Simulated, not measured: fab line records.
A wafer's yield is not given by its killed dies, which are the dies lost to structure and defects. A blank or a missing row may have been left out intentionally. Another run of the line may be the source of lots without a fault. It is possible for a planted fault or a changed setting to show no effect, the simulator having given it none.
A struck lot beside a sound one | flow n5_finfet | 31 out of 1938 route steps
Sound: the wafers L990.2, L990.5, L990.6. Struck: wafers L998.1, L998.3 (left out: L998.6, a lot-mate that was not struck); the cause follows at the end.
At each step with rows: each side's tool, then ch and its chambers, then its first start. Under that, the readings that differ: sound wafers | struck wafers | difference of the means | sigmas: that difference in standard deviations of wafers without a fault.
alike: readings with means less than 2 such deviations apart, plus words and numbers identical on both sides. not compared: withheld readings, readings lacking a value on some wafer, bounds such as >300 that could conceal the same value, and numbers that have no deviation in the record and whose values overlap.
The two part at a step that has a row with sigmas, a row that says differs or no value, or rows on one side only. When numbers do not overlap yet have no deviation, they are printed without sigmas and do not part them. A reading missing from all wafers of one side parts the sides only when that side holds two or more wafers.

first, 8 steps without rows for these wafers: N5_ILD0_LINER_00 (material SiNx, target thk 4 nm, pulse time 1 s, purge time 2 s); N5_ILD0_FCVD_FILL_01 (material SiO2 flowable, target thk 200 nm, time 328.3 s); N5_ILD0_CURE_02 (time 1800 s); N5_ILD0_CMP_03 (polishes, stops on SiNx, t overpolish 1.9 s, target thk 197.38 nm); N5_ILD0_CMP_07 (polishes SiO2 flowable, stops on poly-Si, t overpolish 1.18 s, target thk 138.88 nm); N5_ILD0_PRECLEAN_10 (cleans in NF3:NH3, afs cycles 5, time 20 s, sublimation time 60 s); N5_ILD0_ALD_15 (deposits SiNx, target thk 24 nm, pulse time 1 s, ald cycles 480); N5_ILD0_CMP_12 (polishes SiNx, stops on poly-Si, t overpolish 6 s, target thk 17.67 nm).
N5_SDB_HM_DEP_00: deposits SiNx from SiH4/NH3/N2, target thk 40 nm, time 35.3 s.
  sound on pecvd-01 ch 0,1, day 4 01:58; struck on pecvd-01 ch 0,2, day 6 00:31
  reading                                 | sound      | struck    | difference | sigmas
  model.SiNx_of_SDB_HM_DEP_00.thk_nm (nm) | 39.4 40 41 | 42.4 42.6 | +2.4       |
  alike: heater_power_w, showerhead_plenum_p_Torr, throttle_valve_pct
then, 13 steps without rows for these wafers: N5_SDB_COAT_03 (time 60 s, resist thk 100 nm); N5_SDB_COAT_04 (time 60 s, resist thk 18 nm); N5_SDB_COAT_05 (resist thk 90 nm); N5_SDB_EBR_07; N5_SDB_SOFTBAKE_06 (time 60 s); N5_SDB_EXPOSE_08 (exposes mask SDB); N5_SDB_PEB_09 (peb time 60 s); N5_SDB_DEVELOP_10 (develop time 30 s); N5_SDB_DESCUM_16 (chemistry O2, time 7.9 s); N5_SDB_ETCH_17 (etches SiARC in CF4, target depth 23.4 nm, time 39 s); N5_SDB_ETCH_18 (etches SOC in N2/H2, target depth 100 nm, overetch 20 nm, time 150 s); N5_SDB_STRIP_19 (strips in N2/H2); N5_SDB_STRIP_21 (strips in CF4).
N5_SDB_HM_OPEN_20: chemistry CH3F/O2, target SiNx, stops on poly-Si, target depth 24 nm.
  sound on rie_diel-05 ch 0,2, day 4 02:59; struck on rie_diel-04 ch 2,3, day 6 02:15
  reading                     | sound            | struck      | difference | sigmas
  drypump_motor_current_A (A) | 5.7 6.5 5.7      | 4.9 4.9     | -1.1       | -2
  model.etch.depth_nm (nm)    | 23.4 24.07 25.07 | 26.33 26.55 | +2.26      |
  alike: oes_product_au, rf_vpp_V, showerhead_plenum_p_Torr, throttle_valve_pct
  not compared: rf_hours_counter_h
then, 5 steps without rows for these wafers: N5_SDB_STRIP_22 (strips in N2/H2); N5_SDB_PRECLEAN_23 (cleans in dHF, time 30 s); N5_SDB_DUMMY_REMOVE_24 (chemistry TMAH, target poly-Si, stops on SiO2, target depth 142 nm, time 57 s, rinse time 30 s); N5_SDB_ETCH_25 (etches SiO2 in C4F6/O2, target depth 10 nm, time 3.3 s); N5_SDB_CUT_ETCH_26 (etches Si in HBr/Cl2/O2, target depth 129.6 nm, bt time 20 s, time 51.8 s).
N5_SDB_PRECLEAN_38: cleans in dHF, time 10 s.
  sound on wet_bench-04 ch 0,3,6, day 4 03:33; struck on wet_bench-02 ch 5,7, day 6 03:13
  reading                                 | sound      | struck    | difference | sigmas
  model.SiNx_of_SDB_HM_DEP_00.thk_nm (nm) | 21 22 23.2 | 24.6 24.6 | +2.5       |
then, 1 step without rows for these wafers: N5_SDB_PRECLEAN_39 (cleans in O3/DIW, time 45 s).
-- the record jumps here: 4 days lie between the struck wafers' starts before and after (it left off in module SDB and takes up again in module BEOL_M4, whose first step shown is number 1111 of the route) --
N5_BEOL_M4_RC_MEAS_101:
  sound on prober-01 ch 0, day 8 08:46; struck on prober-02 ch 0, day 10 04:27
  alike: DIBL_N, DIBL_P, IOFF_N, IOFF_P, ION_N, ION_P, SS_N, SS_P, VT_N, VT_P

## WHERE THEY PART
Only at N5_SDB_HM_OPEN_20, within this record. Later steps at which nothing parts them and some readings are alike: N5_BEOL_M4_RC_MEAS_101.

WHY: whatever the simulator had introduced
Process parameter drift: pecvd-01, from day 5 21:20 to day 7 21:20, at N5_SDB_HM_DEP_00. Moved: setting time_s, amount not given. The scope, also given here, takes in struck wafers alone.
